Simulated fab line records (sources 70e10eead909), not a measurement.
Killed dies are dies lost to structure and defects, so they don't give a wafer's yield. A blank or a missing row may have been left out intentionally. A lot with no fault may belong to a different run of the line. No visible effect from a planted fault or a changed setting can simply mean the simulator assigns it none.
Matching of chambers / flow nand_harc / 4 sister chambers for NHARC_A_STAIRCASE_CMP_450 on cmp-03
The step polishes SiO2, target thk 200 nm. 18 wafers are shown with their chamber, then 9 later ones without.

WAFERS, EACH WITH ITS CHAMBER
wafer=L079.1; chamber=1; motor_current_A (A)=10.5
wafer=L079.3; chamber=0; motor_current_A (A)=13.4
wafer=L079.4; chamber=2; motor_current_A (A)=12.1
wafer=L080.3; chamber=1; motor_current_A (A)=10.8
wafer=L080.5; chamber=2; motor_current_A (A)=11.7
wafer=L080.6; chamber=1; motor_current_A (A)=11.0
wafer=L083.2; chamber=0; motor_current_A (A)=13.4
wafer=L083.4; chamber=1; motor_current_A (A)=11.2
wafer=L083.6; chamber=1; motor_current_A (A)=10.6
wafer=L084.2; chamber=1; motor_current_A (A)=11.1
wafer=L084.4; chamber=2; motor_current_A (A)=11.5
wafer=L084.6; chamber=2; motor_current_A (A)=11.8
wafer=L086.3; chamber=1; motor_current_A (A)=10.1
wafer=L086.4; chamber=0; motor_current_A (A)=13.6
wafer=L086.6; chamber=0; motor_current_A (A)=13.9
wafer=L087.2; chamber=0; motor_current_A (A)=13.3
wafer=L087.5; chamber=0; motor_current_A (A)=13.9
wafer=L087.6; chamber=3; motor_current_A (A)=11.0

SIGNATURES, as means of the wafers listed above
reading=motor_current_A; chamber 0=13.583; chamber 1=10.757; chamber 2=11.775; chamber 3=11.000; scatter within a chamber=0.32
Rule: distance of a wafer from a chamber = root of the sum over the readings of ((wafer's reading minus chamber's mean) / reading's scatter) squared. If the next closest chamber is less than 2 further off than the closest, the wafer can't be placed; otherwise it belongs to the closest. The scatter: take each reading less its chamber's mean, square it, sum over the shown wafers, divide by the number of wafers less the number of chambers, and take the root.

WAFERS WHOSE CHAMBER IS MISSING
wafer=L088.1; motor_current_A (A)=10.8
wafer=L088.4; motor_current_A (A)=10.8
wafer=L088.5; motor_current_A (A)=10.4
wafer=L092.1; motor_current_A (A)=11.7
wafer=L092.3; motor_current_A (A)=10.9
wafer=L092.6; motor_current_A (A)=11.6
wafer=L097.3; motor_current_A (A)=11.0
wafer=L097.4; motor_current_A (A)=11.7
wafer=L097.6; motor_current_A (A)=10.4

CHAMBER TAKEN BY EACH
wafer=L088.1; from the rows above=can't be placed: 1 or 3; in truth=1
wafer=L088.4; from the rows above=can't be placed: 1 or 3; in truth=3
wafer=L088.5; from the rows above=can't be placed: 1 or 3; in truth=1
wafer=L092.1; from the rows above=can't be placed: 2 or 3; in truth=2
wafer=L092.3; from the rows above=can't be placed: 3 or 1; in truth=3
wafer=L092.6; from the rows above=can't be placed: 2 or 3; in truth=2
wafer=L097.3; from the rows above=can't be placed: 3 or 1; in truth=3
wafer=L097.4; from the rows above=can't be placed: 2 or 3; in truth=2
wafer=L097.6; from the rows above=can't be placed: 1 or 3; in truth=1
Correct placement for 0 of the 9. Cannot be placed on the basis of these rows: 9; the candidates contain the true chamber in 9. 0 placed wrongly.
